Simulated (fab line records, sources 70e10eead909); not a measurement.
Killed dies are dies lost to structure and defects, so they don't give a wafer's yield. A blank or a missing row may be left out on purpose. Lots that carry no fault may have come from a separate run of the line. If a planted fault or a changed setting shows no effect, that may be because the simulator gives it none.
Which tool was responsible? :: flow nand harc :: 18 wafers from 6 lots sampled at 2 of the route's 1159 steps

## WHAT THE GAUGES SHOWED, per wafer
NHARC_P_GATE_CD_MEAS_11: target cd 1640 nm.
lot: L473
measured: day 4 21:19
on: cd sem-01
cd nm (nm): 1640.8 1638.5 1638.0

lot: L474
measured: day 4 21:23
on: cd sem-01
cd nm (nm): - - -

lot: L483
measured: day 7 06:07
on: cd sem-02
cd nm (nm): 1640.1 1638.5 1636.4

lot: L485
measured: day 7 14:20
on: cd sem-01
cd nm (nm): 1638.4 1635.5 1639.9

lot: L489
measured: day 8 21:32
on: cd sem-01
cd nm (nm): 1638.5 1640.9 1639.3

lot: L491
measured: day 9 09:15
on: cd sem-03
cd nm (nm): 1639.1 1639.1 1641.6

## EACH LOT AND THE TOOL THAT RAN IT (in order: tool; ch and the chambers of the sampled wafers; start)
lot: L473
NHARC_P_GATE_EXPOSE_08: krf scanner-01 ch 0, day 4 21:10

lot: L474
NHARC_P_GATE_EXPOSE_08: krf scanner-01 ch 0, day 4 21:14

lot: L483
NHARC_P_GATE_EXPOSE_08: krf scanner-02 ch 0, day 7 05:58

lot: L485
NHARC_P_GATE_EXPOSE_08: krf scanner-01 ch 0, day 7 14:11

lot: L489
NHARC_P_GATE_EXPOSE_08: krf scanner-03 ch 0, day 8 21:23

lot: L491
NHARC_P_GATE_EXPOSE_08: krf scanner-03 ch 0, day 9 09:06
- NHARC_P_GATE_EXPOSE_08: exposes mask P HV.

## THE ANSWER, worked out from the rows above alone
Rule: the usual values come from the lots themselves. Put in order of their means at a reading, lots are off if they are a third of the lots or fewer, leave a main group of 4 or more, and stand apart from it by a gap of 3 or more times the standard deviation of the main group's means; of several such gaps the widest counts. Not used: any main group whose means are identical at the precision the tables above print for the reading. Also off: a lot with no number at a reading for which 4 or more lots have one. All remaining lots with rows at the step are treated as sound.
Off, at NHARC_P_GATE_CD_MEAS_11 on cd nm: L474. Without a number there: L474. For the main group the mean is 1639.0 nm and the standard deviation 0.75.
A tool fits if, at a process step before that reading, it ran every lot that is off, and no sound lot after the first of them. The gauges at NHARC_P_GATE_CD_MEAS_11 are tried like those tools. No candidate that was tried fits.

## WHAT WAS PUT IN BY THE SIMULATOR
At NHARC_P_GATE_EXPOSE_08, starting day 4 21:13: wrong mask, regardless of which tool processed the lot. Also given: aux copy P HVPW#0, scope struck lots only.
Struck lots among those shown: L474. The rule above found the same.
